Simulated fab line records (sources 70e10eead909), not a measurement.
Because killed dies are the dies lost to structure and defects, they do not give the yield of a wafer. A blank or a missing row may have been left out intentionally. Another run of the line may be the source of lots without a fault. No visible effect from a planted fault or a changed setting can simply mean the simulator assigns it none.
A lot that was struck, set against a sound lot / flow nand-harc / 20 steps out of a route of 1159
Sound: wafers L448.3, L448.4, L448.5. Struck: wafer L458.2 (L458.1, L458.3, from the same lot, were not struck and are left out); the cause is given at the end.
For every step that has rows: the tool of each side, followed by ch and its chambers, followed by its first start. Under that, the readings that differ: sound wafers / struck wafers / difference of the means / sigmas: that difference in standard deviations of wafers without a fault.
alike: same words and numbers on both sides, and readings whose means sit less than 2 such deviations apart. not compared: any withheld reading, any reading some wafer has no value for, any bound like >300 that may hide the same value, and any number with overlapping values for which the record gives no deviation.
The two part at a step that has a row with sigmas, a row that says differs or no value, or rows on one side only. Numbers that have no deviation but don't overlap get no sigmas and don't part them. A reading missing from all wafers of one side parts the sides only when that side holds two or more wafers.

first, 4 steps without rows for these wafers: NHARC_P_GATE_PRECLEAN_71 (cleans in SC1); NHARC_P_GATE_SRD_72; NHARC_P_GATE_OXIDE_16 (material SiO2, target thk 3 nm, ox time 392 s); NHARC_P_GATE_CVD_17 (deposits poly-Si, target thk 150 nm, time 900 s).
NHARC_P_GATE_HM_DEP_102: deposits aC, target thk 120 nm.
  sound on acl-dep-02 ch 0, day 6 01:26; struck on acl-dep-03 ch 0, day 8 11:19
  alike: throttle-valve-pct
NHARC_P_GATE_DEP_103: deposits SiON, target thk 30 nm.
  sound on pecvd-02 ch 0,1,2, day 6 01:55; struck on pecvd-04 ch 2, day 8 11:58
  alike: heater-power-w, rf-fwd-power-W
then, 6 steps without rows for these wafers: NHARC_P_GATE_DEHYDRATE_18 (time 120 s); NHARC_P_GATE_HMDS_19 (time 30 s); NHARC_P_GATE_COAT_20 (resist thk 90 nm); NHARC_P_GATE_SOFTBAKE_21 (time 55 s); NHARC_P_GATE_EBR_22; NHARC_P_GATE_EXPOSE_23 (exposes mask P GATE, target cd 120 nm).
NHARC_P_GATE_PEB_24: peb time 65 s.
  sound on litho-track-04 ch 0, day 6 02:22; struck on litho-track-01 ch 0, day 8 12:34
then, 1 step without rows for these wafers: NHARC_P_GATE_DEVELOP_25 (develop time 35 s).
NHARC_P_GATE_CD_MEAS_26 targets a cd of 120 nm.
  sound on cd-sem-02 ch 0, day 6 02:26; struck on cd-sem-02 ch 0, day 8 12:39
reading=cd-nm (nm); sound=120.5 120.5 121.2; struck=117.4; difference=-3.3; sigmas=-4
NHARC_P_GATE_OVL_MEAS_27:
  sound on overlay-01, day 6 02:32; struck on overlay-01, day 8 12:44
  alike: overlay-x-nm, overlay-y-nm
NHARC_P_GATE_INSPECT_28:
  sound on defect-inspect-02, day 6 02:35; struck on defect-inspect-01, day 8 12:47
  alike: raw-defect-count
NHARC_P_GATE_DESCUM_31: chemistry O2, time 3 s.
  sound on rie-diel-07 ch 0,2,3, day 6 02:39; struck on rie-diel-07 ch 1, day 8 12:50
reading=model.P_GATE.cd-nm (nm); sound=119.8 120.4 121.2; struck=117.4; difference=-3.1; sigmas=
  alike: drypump-motor-current-A, oes-product-au, rf-vpp-V, showerhead-plenum-p-Torr, throttle-valve-pct
  not compared: rf-hours-counter-h
NHARC_P_GATE_ETCH_104: etches the open film in CF4/CHF3, target depth 60 nm.
  sound on rie-diel-07 ch 0,2,3, day 6 02:44; struck on rie-diel-07 ch 2, day 8 12:59
reading=model.P_GATE.cd-nm (nm); sound=120.3 121 121.8; struck=117.7; difference=-3.3; sigmas=
  alike: drypump-motor-current-A, oes-product-au, rf-fwd-power-W, rf-vpp-V, showerhead-plenum-p-Torr, throttle-valve-pct
NHARC_P_GATE_HM_OPEN_105: chemistry O2/COS, target depth 360 nm.
  sound: rie-diel-07 ch 0,3; struck: rie-diel-07 ch 3
reading=throttle-valve-pct (%); sound=28.325 28.332 28.332; struck=28.312; difference=-0.018; sigmas=-2
  alike: drypump-motor-current-A, oes-product-au, rf-fwd-power-W, rf-vpp-V, showerhead-plenum-p-Torr
  not compared: rf-hours-counter-h

WHERE THEY PART
Last at NHARC_P_GATE_HM_OPEN_105 as far as this record goes, first at NHARC_P_GATE_CD_MEAS_26.

WHY: what had been put in by the simulator
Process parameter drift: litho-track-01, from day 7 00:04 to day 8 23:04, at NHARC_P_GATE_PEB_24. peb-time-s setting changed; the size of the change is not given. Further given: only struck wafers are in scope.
